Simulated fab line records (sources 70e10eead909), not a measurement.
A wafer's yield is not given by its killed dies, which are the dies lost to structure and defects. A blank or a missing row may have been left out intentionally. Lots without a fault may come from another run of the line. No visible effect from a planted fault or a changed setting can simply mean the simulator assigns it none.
Which tool is to blame? / flow nand-harc / 6 lots (17 wafers sampled), 1 step of a 1159-step route

## WHAT EACH GAUGE READ, for each wafer
NHARC_A_BLC_OVL_MEAS_11.
lot=L869; measured=day 17 17:54; on=overlay-02; overlay-x-nm (nm)=-0.9 -0.7 -0.4
lot=L874; measured=day 18 11:39; on=overlay-02; overlay-x-nm (nm)=1.2 1.0 1.3
lot=L875; measured=day 19 00:14; on=overlay-02; overlay-x-nm (nm)=-1.5 -1.1 -1.7
lot=L877; measured=day 19 13:38; on=overlay-01; overlay-x-nm (nm)=0.6 0.1 0.5
lot=L886; measured=day 21 12:31; on=overlay-01; overlay-x-nm (nm)=-0.5 0.0
lot=L889; measured=day 22 20:41; on=overlay-02; overlay-x-nm (nm)=-0.3 -0.4 -0.9

## WHAT TOOL EACH LOT RAN ON (gives the tool, then ch and the chambers of the sampled wafers, and finally the start)
There is no process step in the record ahead of these readings.

## THE ANSWER, worked out from the rows above alone
Rule: usual is defined by the lots themselves. The widest of any qualifying gaps counts: lots, ordered by their means at a reading, are off when they make up no more than a third of the lots, leave a main group of 4 or more, and stand apart from it by 3 or more times the standard deviation of that group's means. Not used: any main group whose means are identical at the precision the tables above print for the reading. Also off: a lot with no number at a reading for which 4 or more lots have one. All remaining lots with rows at the step are treated as sound.
Across all readings shown, no lot is off: no conclusion can be drawn from this.

## WHAT THE SIMULATOR HAD INSERTED
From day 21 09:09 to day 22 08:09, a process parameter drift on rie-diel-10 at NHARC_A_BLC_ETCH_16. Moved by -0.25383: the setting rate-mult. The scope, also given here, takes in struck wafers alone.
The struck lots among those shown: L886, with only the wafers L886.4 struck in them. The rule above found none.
